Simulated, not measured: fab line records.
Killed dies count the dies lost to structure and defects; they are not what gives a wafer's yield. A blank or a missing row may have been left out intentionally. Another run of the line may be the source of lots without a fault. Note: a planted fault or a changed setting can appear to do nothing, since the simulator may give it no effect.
The tool behind it: which one? | flow n5Finfet | Sampling: 11 lots, 32 wafers, 2 of 1938 route steps

WHAT THE GAUGES SHOWED, per wafer
N5_BEOL_M13_RS_MEAS_54: measures by four-point-probe.
lot  | measured     | on           | M13_RS (ohm/sq)
L225 | day 11 12:16 | filmMetro-02 | 0.0462 0.0445 0.0458
L227 | day 11 23:41 | filmMetro-02 | 0.0446 0.0445 0.0446
L229 | day 12 20:27 | filmMetro-02 | 0.0460 0.0455 0.0445
L230 | day 12 23:58 | filmMetro-01 | 0.0454 0.0451 0.0448
L236 | day 14 20:55 | filmMetro-02 | 0.0449 0.0452 0.0447
L237 | day 14 23:40 | filmMetro-01 | 0.0455 0.0453
L238 | day 15 04:06 | filmMetro-02 | 0.0458 0.0454 0.0449
L239 | day 15 14:33 | filmMetro-01 | 0.0445 0.0451 0.0429
L244 | day 16 21:44 | filmMetro-01 | 0.0448 0.0446 0.0440
L245 | day 17 02:34 | filmMetro-01 | 0.0453 0.0443 0.0446
L246 | day 17 13:35 | filmMetro-01 | 0.0457 0.0447 0.0460

WHICH TOOL RAN EACH LOT (tool, then ch and the chambers of the sampled wafers, then the start)
lot  | N5_BEOL_M13_CMP_49
L225 | cmp-01 ch 1,2, day 11 11:53
L227 | cmp-01 ch 0,2,3, day 11 23:16
L229 | cmp-01 ch 1,2,3, day 12 20:06
L230 | cmp-01 ch 0,1, day 12 23:33
L236 | cmp-03 ch 0,1,2, day 14 20:36
L237 | cmp-02 ch 1,3, day 14 23:17
L238 | cmp-03 ch 1,2,3, day 15 03:43
L239 | cmp-02 ch 0,2,3, day 15 14:11
L244 | cmp-01 ch 1,2,3, day 16 21:22
L245 | cmp-03 ch 1,2,3, day 17 02:09
L246 | cmp-01 ch 0,2,3, day 17 13:13
- N5_BEOL_M13_CMP_49: polishes, stops on SiOC, t overpolish 17.1 s, target thk 420 nm.

THE ANSWER, worked out from the rows above alone
Rule: the lots themselves supply what counts as usual. Put in order of their means at a reading, lots are off if they are a third of the lots or fewer, leave a main group of 4 or more, and stand apart from it by a gap of 3 or more times the standard deviation of the main group's means; of several such gaps the widest counts. The tables above print the reading to a certain number of digits; a main group whose means all agree to those digits is not used. Also off: a lot with no number at a reading for which 4 or more lots have one. All remaining lots with rows at the step are treated as sound.
No lot is off at any reading shown: from this, nothing can be told.

WHAT HAD BEEN PUT IN BY THE SIMULATOR
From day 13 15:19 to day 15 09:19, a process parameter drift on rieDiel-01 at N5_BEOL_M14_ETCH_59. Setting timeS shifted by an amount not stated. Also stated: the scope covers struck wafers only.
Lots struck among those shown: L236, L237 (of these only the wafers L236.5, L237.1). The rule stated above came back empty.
